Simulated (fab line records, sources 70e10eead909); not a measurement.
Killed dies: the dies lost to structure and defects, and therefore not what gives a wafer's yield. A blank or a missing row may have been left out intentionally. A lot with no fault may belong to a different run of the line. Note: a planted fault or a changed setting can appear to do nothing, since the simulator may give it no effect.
Which tool was responsible? ; flow nand_harc ; 22 lots, 66 wafers sampled, at 6 steps of a route of 1302

WHAT THE GAUGES SHOWED, per wafer
NHARC_A_M1_OVL_MEAS_10: pitch 240 nm. Usual: overlay_x_nm -0.1 nm, standard deviation 0.83; overlay_y_nm -0.2 nm, standard deviation 0.75.
lot;measured;on;overlay_x_nm (nm);overlay_y_nm (nm);flag
L075;day 22 20:38;overlay-01;-0.3 -0.1 0.1;1.4 0.7 0.8;
L074;day 23 14:24;overlay-02;-0.3 -0.6 -0.5;-0.3 -0.6 -0.2;
L076;day 23 21:27;overlay-01;1.8 1.5 1.2;-0.3 -0.2 -0.7;
L077;day 24 02:19;overlay-01;-0.4 -0.2 -0.3;-1.4 -1.3 -1.4;
L078;day 24 10:44;overlay-01;-2.3 -1.3 -1.5;-0.8 -0.2 0.0;
L079;day 24 13:25;overlay-02;0.9 1.0 1.3;-0.7 -0.3 -0.4;
L082;day 25 22:19;overlay-01;-0.6 -0.1 -0.4;-0.1 -0.8 -0.5;
L081;day 25 22:50;overlay-01;0.5 0.0 0.0;1.1 0.8 0.5;
L080;day 26 05:41;overlay-01;0.9 0.1 0.7;-0.1 -0.5 -0.1;
L083;day 26 08:25;overlay-02;-0.8 -0.6 0.0;0.7 0.2 1.0;
L084;day 28 02:35;overlay-02;-0.3 0.6 -0.5;-1.1 -1.2 -1.2;
L086;day 28 05:41;overlay-02;-0.6 -0.7 -1.2;-0.7 -0.2 -0.4;
L085;day 28 08:20;overlay-02;-1.3 -1.1 -1.6;0.0 0.6 0.9;
L089;day 28 20:23;overlay-01;-0.9 -0.6 0.1;-1.1 -0.7 -0.5;
L088;day 28 22:37;overlay-02;0.9 0.7 0.7;0.5 -0.2 0.0;
L092;day 29 13:17;overlay-01;-0.8 -0.3 -1.1;-1.4 -1.6 -1.6;
L090;day 29 16:47;overlay-02;1.2 0.4 0.8;-0.6 -0.5 -0.6;
L091;day 29 23:01;overlay-02;0.3 0.0 0.3;-0.8 -1.4 -0.6;
L093;day 31 12:51;overlay-02;0.4 0.8 1.1;-0.8 -1.4 -1.0;
L097;day 31 17:34;overlay-01;-0.6 -0.4 -0.3;0.0 0.3 0.3;
L094;day 31 19:34;overlay-02;-0.2 -0.2 -0.3;0.6 1.0 0.9;
L096;day 32 11:34;overlay-02;0.3 0.1 0.0;0.0 0.1 -0.1;

WHICH TOOL RAN EACH LOT (tool, then ch and the chambers of the sampled wafers, then the start)
lot;NHARC_A_CONTACT_ETCH_97;NHARC_A_CONTACT_ETCH_106;NHARC_A_CONTACT_ETCH_89;NHARC_A_CONTACT_ETCH_138;NHARC_A_BLC_ETCH_17
L075;rie_diel-06 ch 0,2,3, day 22 00:07 or earlier;rie_diel-06 ch 0,2,3, day 22 00:07;rie_diel-05 ch 0,2,3, day 22 07:34 or earlier;har_cap_etch-02 ch 0,1, day 22 07:34;rie_diel-13 ch 0,2,3, day 22 20:38 or earlier
L074;rie_diel-06 ch 0,1,2, day 22 16:23 or earlier;rie_diel-07 ch 1,2,3, day 22 16:23;rie_diel-06 ch 0,1,3, day 23 02:22 or earlier;har_cap_etch-01 ch 0,1, day 23 02:22;rie_diel-13 ch 0,2,3, day 23 14:24 or earlier
L076;rie_diel-07 ch 1,2,3, day 22 21:03 or earlier;rie_diel-06 ch 0,1,3, day 22 21:03;rie_diel-07 ch 0,3, day 23 08:55 or earlier;har_cap_etch-02 ch 0,1, day 23 08:55;rie_diel-01 ch 0,1,2, day 23 21:27 or earlier
L077;rie_diel-06 ch 1,2,3, day 23 07:56 or earlier;rie_diel-06 ch 0,1,3, day 23 07:56;rie_diel-06 ch 1,2, day 23 14:11 or earlier;har_cap_etch-01 ch 0,1, day 23 14:11;rie_diel-13 ch 2,3, day 24 02:19 or earlier
L078;rie_diel-06 ch 0,1, day 23 16:29 or earlier;rie_diel-06 ch 0,1, day 23 16:29;rie_diel-05 ch 0,1, day 23 22:02 or earlier;har_cap_etch-01 ch 0,1, day 23 22:02;rie_diel-03 ch 0,2, day 24 10:44 or earlier
L079;rie_diel-05 ch 1,2,3, day 23 19:28 or earlier;rie_diel-05 ch 0,2,3, day 23 19:28;rie_diel-05 ch 1,2,3, day 24 01:11 or earlier;har_cap_etch-03 ch 0,1, day 24 01:11;rie_diel-13 ch 0,1, day 24 13:25 or earlier
L082;rie_diel-06 ch 0,1,2, day 25 02:26 or earlier;rie_diel-06 ch 0,1,3, day 25 02:26;rie_diel-06 ch 0,1,3, day 25 09:44 or earlier;har_cap_etch-02 ch 0,1, day 25 09:44;rie_diel-01 ch 0,1,2, day 25 22:19 or earlier
L081;rie_diel-06 ch 0,1,3, day 25 03:38 or earlier;rie_diel-06 ch 0,1,3, day 25 03:38;rie_diel-07 ch 0,1,3, day 25 10:39 or earlier;har_cap_etch-03 ch 0,1, day 25 10:39;rie_diel-13 ch 0,1, day 25 22:50 or earlier
L080;rie_diel-07 ch 0,2, day 25 10:46 or earlier;rie_diel-07 ch 0,1,3, day 25 10:46;rie_diel-06 ch 0,1,2, day 25 17:43 or earlier;har_cap_etch-02 ch 0,1, day 25 17:43;rie_diel-13 ch 0,2, day 26 05:41 or earlier
L083;rie_diel-06 ch 1,3, day 25 14:35 or earlier;rie_diel-06 ch 2,3, day 25 14:35;rie_diel-06 ch 0,2, day 25 20:01 or earlier;har_cap_etch-03 ch 1, day 25 20:01;rie_diel-01 ch 0,3, day 26 08:25 or earlier
L084;rie_diel-06 ch 0,1, day 27 05:27 or earlier;rie_diel-06 ch 2,3, day 27 05:27;rie_diel-06 ch 0,1,3, day 27 14:52 or earlier;har_cap_etch-01 ch 0,1, day 27 14:52;rie_diel-13 ch 0,1,2, day 28 02:35 or earlier
L086;rie_diel-06 ch 0,3, day 27 09:23;rie_diel-05 ch 1,2,3, day 27 10:22;rie_diel-06 ch 1,2, day 27 17:15 or earlier;har_cap_etch-03 ch 0,1, day 27 17:15;rie_diel-13 ch 0,2, day 28 05:41 or earlier
L085;rie_diel-07 ch 0,2,3, day 27 10:39 or earlier;rie_diel-07 ch 1,2,3, day 27 10:39;rie_diel-06 ch 0,1,2, day 27 17:16 or earlier;har_cap_etch-01 ch 0,1, day 27 17:16;rie_diel-13 ch 2,3, day 28 08:20 or earlier
L089;rie_diel-06 ch 0,2,3, day 28 01:47 or earlier;rie_diel-06 ch 0,3, day 28 01:47;rie_diel-05 ch 0,1,2, day 28 07:32 or earlier;har_cap_etch-02 ch 0,1, day 28 07:32;rie_diel-13 ch 0,1,2, day 28 20:23 or earlier
L088;rie_diel-06 ch 0,1,2, day 28 04:43 or earlier;rie_diel-06 ch 0,1,2, day 28 04:43;rie_diel-06 ch 0,1,2, day 28 10:41 or earlier;har_cap_etch-01 ch 0,1, day 28 10:41;rie_diel-13 ch 1,2,3, day 28 22:37 or earlier
L092;rie_diel-05 ch 0,1,2, day 28 16:46 or earlier;rie_diel-05 ch 1,2, day 28 16:46;rie_diel-05 ch 0,1,2, day 29 01:05 or earlier;har_cap_etch-02 ch 0,1, day 29 01:05;rie_diel-01 ch 1,3, day 29 13:17 or earlier
L090;rie_diel-07 ch 0,3, day 28 20:13 or earlier;rie_diel-07 ch 1,2,3, day 28 20:13;rie_diel-07 ch 2,3, day 29 04:40 or earlier;har_cap_etch-01 ch 0,1, day 29 04:40;rie_diel-01 ch 2,3, day 29 16:47 or earlier
L091;rie_diel-05 ch 0,2,3, day 29 04:23 or earlier;rie_diel-06 ch 0,3, day 29 04:23;rie_diel-06 ch 1,2, day 29 10:12 or earlier;har_cap_etch-02 ch 0,1, day 29 10:12;rie_diel-13 ch 0,1, day 29 23:01 or earlier
L093;rie_diel-06 ch 1,2,3, day 30 14:40 or earlier;rie_diel-06 ch 0,1,3, day 30 14:40;rie_diel-07 ch 0,1,3, day 31 00:14 or earlier;har_cap_etch-02 ch 0,1, day 31 00:14;rie_diel-01 ch 0,2, day 31 12:51 or earlier
L097;rie_diel-05 ch 1,2,3, day 30 21:44 or earlier;rie_diel-05 ch 0,3, day 30 21:44;rie_diel-06 ch 0,1,2, day 31 05:29 or earlier;har_cap_etch-02 ch 0,1, day 31 05:29;rie_diel-13 ch 0,3, day 31 17:34 or earlier
L094;rie_diel-06 ch 1,2,3, day 31 00:41 or earlier;rie_diel-06 ch 0,1,2, day 31 00:41;rie_diel-07 ch 0,1,3, day 31 07:15 or earlier;har_cap_etch-03 ch 0,1, day 31 07:15;rie_diel-13 ch 1,2,3, day 31 19:34 or earlier
L096;rie_diel-06 ch 0,1, day 31 13:52 or earlier;rie_diel-06 ch 1,2,3, day 31 13:52;rie_diel-05 ch 0,3, day 31 23:13 or earlier;har_cap_etch-01 ch 0,1, day 31 23:13;rie_diel-01 ch 2,3, day 32 11:34 or earlier
- NHARC_A_CONTACT_ETCH_97: etches the open film in C4F6/O2, target depth 20 nm, time 10 s.
- NHARC_A_CONTACT_ETCH_106: etches the open film in CF4/O2, target depth 90 nm, overetch 9 nm, time 49.5 s.
- NHARC_A_CONTACT_ETCH_89: etches the open film in N2/H2, target depth 260 nm, time 475.3 s.
- NHARC_A_CONTACT_ETCH_138: etches the open film in C4F8/O2/Ar, time 311 s, target depth 1914 nm.
- NHARC_A_BLC_ETCH_17: etches the open film in N2/H2, target depth 390 nm, time 609.38 s.

AS READ BY THE TOOLS THEMSELVES (means over the sampled wafers that have a number; for cases with no such wafer, the mark the record gives instead)
NHARC_A_CONTACT_ETCH_97. Usual: drypump_motor_current_A 5.7 A, standard deviation 0.55; oes_product_au 0.959 a.u., standard deviation 0.024; rf_vpp_V 547.8 V, standard deviation 2.7; showerhead_plenum_p_Torr 3.96 Torr, standard deviation 0.13; throttle_valve_pct 26.902 %, standard deviation 0.008.
lot;tool;drypump_motor_current_A (A);oes_product_au (a.u.);rf_vpp_V (V);showerhead_plenum_p_Torr (Torr);throttle_valve_pct (%);flag
L075;rie_diel-06;6.0;1.007;549.2;4.01;26.906;
L074;rie_diel-06;5.9;0.947;549.1;3.98;26.899;
L076;rie_diel-07;5.9;1.006;547.9;3.95;26.902;
L077;rie_diel-06;5.6;1.006;547.1;3.93;26.898;
L078;rie_diel-06;5.5;0.929;546.7;3.92;26.902;
L079;rie_diel-05;5.7;0.938;547.1;3.95;26.902;
L082;rie_diel-06;5.9;0.958;548.3;3.98;26.904;
L081;rie_diel-06;5.6;1.007;546.7;3.95;26.895;
L080;rie_diel-07;5.8;0.947;543.1;3.78;26.907;
L083;rie_diel-06;5.3;0.949;546.9;3.90;26.901;
L084;rie_diel-06;5.5;0.940;547.0;3.91;26.895;
L086;rie_diel-06;6.1;0.974;549.7;4.03;26.897;
L085;rie_diel-07;5.9;0.944;547.3;3.88;26.904;
L089;rie_diel-06;6.0;0.952;548.8;4.00;26.897;
L088;rie_diel-06;5.9;0.948;548.5;3.97;26.910;
L092;rie_diel-05;5.5;0.952;547.4;3.93;26.902;
L090;rie_diel-07;6.0;0.942;548.6;4.00;26.908;
L091;rie_diel-05;5.4;0.949;549.4;4.01;26.910;
L093;rie_diel-06;5.6;0.949;546.8;3.91;26.905;
L097;rie_diel-05;5.7;0.952;547.0;3.91;26.907;
L094;rie_diel-06;5.6;0.947;547.0;3.91;26.901;
L096;rie_diel-06;5.5;0.932;546.6;3.90;26.906;

NHARC_A_CONTACT_ETCH_106. Usual: cf4_flow_sccm 80.01 sccm, standard deviation 0.26; drypump_motor_current_A 5.7 A, standard deviation 0.53; oes_product_au 1.003 a.u., standard deviation 0.011; rf_vpp_V 198.2 V, standard deviation 1.2; showerhead_plenum_p_Torr 1.35 Torr, standard deviation 0.048; throttle_valve_pct 13.397 %, standard deviation 0.0089.
lot;tool;cf4_flow_sccm (sccm);drypump_motor_current_A (A);oes_product_au (a.u.);rf_vpp_V (V);showerhead_plenum_p_Torr (Torr);throttle_valve_pct (%);flag
L075;rie_diel-06;80.23;6.0;1.016;199.1;1.37;13.401;
L074;rie_diel-07;80.12;5.9;0.991;198.8;1.35;13.396;
L076;rie_diel-06;80.04;5.6;1.013;198.0;1.35;13.401;
L077;rie_diel-06;79.81;5.6;0.997;197.1;1.34;13.387;
L078;rie_diel-06;80.18;6.0;0.997;198.8;1.36;13.395;
L079;rie_diel-05;80.04;5.4;0.997;198.5;1.37;13.399;
L082;rie_diel-06;80.01;5.6;1.002;198.1;1.34;13.398;
L081;rie_diel-06;80.12;5.6;1.003;197.9;1.34;13.400;
L080;rie_diel-07;80.08;5.9;0.997;199.3;1.38;13.405;
L083;rie_diel-06;79.64;6.0;1.022;198.3;1.36;13.400;
L084;rie_diel-06;79.82;5.6;1.016;198.2;1.35;13.394;
L086;rie_diel-05;79.82;5.7;1.006;198.3;1.34;13.397;
L085;rie_diel-07;80.11;5.9;1.001;198.3;1.34;13.401;
L089;rie_diel-06;80.11;5.7;1.016;197.4;1.35;13.396;
L088;rie_diel-06;80.00;5.9;1.010;197.9;1.35;13.393;
L092;rie_diel-05;80.06;6.0;1.005;198.7;1.36;13.392;
L090;rie_diel-07;79.96;5.9;0.993;198.5;1.41;13.400;
L091;rie_diel-06;80.05;5.7;0.995;198.2;1.35;13.402;
L093;rie_diel-06;79.71;5.6;0.998;198.0;1.34;13.392;
L097;rie_diel-05;79.83;5.1;1.003;197.6;1.33;13.398;
L094;rie_diel-06;80.31;5.9;1.003;198.0;1.35;13.398;
L096;rie_diel-06;79.91;5.5;0.998;197.7;1.33;13.395;

NHARC_A_CONTACT_ETCH_89. Usual: drypump_motor_current_A 5.7 A, standard deviation 0.54; h2_flow_sccm 149.9 sccm, standard deviation 0.44; oes_product_au 1.002 a.u., standard deviation 0.0097; rf_vpp_V 431.2 V, standard deviation 2.3; showerhead_plenum_p_Torr 2.06 Torr, standard deviation 0.076; throttle_valve_pct 14.172 %, standard deviation 0.0081.
lot;tool;drypump_motor_current_A (A);h2_flow_sccm (sccm);oes_product_au (a.u.);rf_vpp_V (V);showerhead_plenum_p_Torr (Torr);throttle_valve_pct (%);flag
L075;rie_diel-05;5.4;150.1;0.998;432.5;2.11;14.168;
L074;rie_diel-06;5.6;149.9;1.001;431.6;2.06;14.171;
L076;rie_diel-07;6.1;150.1;1.003;432.8;2.10;14.179;
L077;rie_diel-06;5.9;149.9;1.004;430.5;2.06;14.170;
L078;rie_diel-05;5.2;150.1;0.998;429.4;1.97;14.177;
L079;rie_diel-05;5.7;149.8;0.987;430.3;2.05;14.166;
L082;rie_diel-06;5.6;149.8;1.004;430.6;2.05;14.169;
L081;rie_diel-07;5.9;149.7;0.997;433.1;2.12;14.170;
L080;rie_diel-06;5.9;150.1;1.007;431.4;2.07;14.178;
L083;rie_diel-06;6.3;149.7;1.005;432.4;2.10;14.170;
L084;rie_diel-06;5.6;150.0;0.996;431.2;2.05;14.169;
L086;rie_diel-06;5.9;150.0;1.014;431.2;2.06;14.171;
L085;rie_diel-06;5.9;150.2;1.005;431.0;2.07;14.170;
L089;rie_diel-05;5.5;149.8;1.006;430.1;2.05;14.168;
L088;rie_diel-06;5.9;150.0;0.999;431.6;2.07;14.166;
L092;rie_diel-05;5.5;149.9;1.009;430.3;2.05;14.169;
L090;rie_diel-07;5.8;150.1;1.003;433.9;2.17;14.170;
L091;rie_diel-06;5.5;150.0;0.988;428.9;2.02;14.175;
L093;rie_diel-07;6.0;150.2;1.000;432.0;2.11;14.175;
L097;rie_diel-06;5.9;149.8;0.991;432.5;2.06;14.173;
L094;rie_diel-07;5.9;150.0;1.004;431.8;2.10;14.168;
L096;rie_diel-05;5.1;149.7;1.005;430.1;2.04;14.177;

NHARC_A_BLC_ETCH_17. Usual: drypump_motor_current_A 5.8 A, standard deviation 0.41; h2_flow_sccm 150.0 sccm, standard deviation 0.47; oes_product_au 1.005 a.u., standard deviation 0.0075; rf_vpp_V 430.6 V, standard deviation 2.4; showerhead_plenum_p_Torr 2.04 Torr, standard deviation 0.081; throttle_valve_pct 14.172 %, standard deviation 0.0091.
lot;tool;drypump_motor_current_A (A);h2_flow_sccm (sccm);oes_product_au (a.u.);rf_vpp_V (V);showerhead_plenum_p_Torr (Torr);throttle_valve_pct (%);flag
L075;rie_diel-13;5.7;149.9;1.003;429.0;2.00;14.170;
L074;rie_diel-13;5.7;150.0;1.004;429.4;2.00;14.171;
L076;rie_diel-01;5.7;149.9;1.001;433.0;2.09;14.175;
L077;rie_diel-13;5.7;150.0;1.007;430.4;2.03;14.172;
L078;rie_diel-03;5.8;149.9;1.006;428.7;1.99;14.172;
L079;rie_diel-13;6.1;149.9;0.999;430.2;2.03;14.175;
L082;rie_diel-01;5.7;149.6;1.014;431.6;2.09;14.167;
L081;rie_diel-13;6.0;150.4;1.002;428.7;1.96;14.175;
L080;rie_diel-13;5.7;149.8;1.001;428.4;1.96;14.177;
L083;rie_diel-01;5.5;150.4;1.012;432.4;2.12;14.164;
L084;rie_diel-13;5.7;150.0;0.994;429.7;2.02;14.174;
L086;rie_diel-13;5.7;150.0;0.997;428.4;1.96;14.170;
L085;rie_diel-13;5.6;150.2;1.011;429.7;2.03;14.176;
L089;rie_diel-13;5.7;150.2;0.998;430.7;2.02;14.177;
L088;rie_diel-13;5.7;149.9;1.012;432.0;2.06;14.170;
L092;rie_diel-01;5.6;150.0;1.011;431.5;2.09;14.164;
L090;rie_diel-01;5.9;150.9;1.014;431.9;2.10;14.181;
L091;rie_diel-13;6.0;150.1;0.997;429.8;2.03;14.167;
L093;rie_diel-01;6.0;150.3;1.009;431.7;2.09;14.171;
L097;rie_diel-13;5.9;150.5;1.001;428.1;1.96;14.174;
L094;rie_diel-13;5.7;149.8;1.002;431.3;2.06;14.170;
L096;rie_diel-01;6.1;149.5;1.013;431.7;2.08;14.167;

THE ANSWER, worked out from the rows above alone
Rule: a lot counts as off when the mean over its wafers that have a number is more than 3 standard deviations away from the usual mean. A lot without any number at a reading at which 4 lots or more have one is off too. The other lots that the step has rows for count as sound. The gauges are gone through in route order, then the tools' own readings, and for those a lot's mean is taken as printed above. The first step at which some lot is off is used, and at that step the reading that is off furthest; a lot without a number counts as furthest.
No lot is off at any reading shown: from this, nothing can be told.

WHAT THE SIMULATOR HAD INSERTED
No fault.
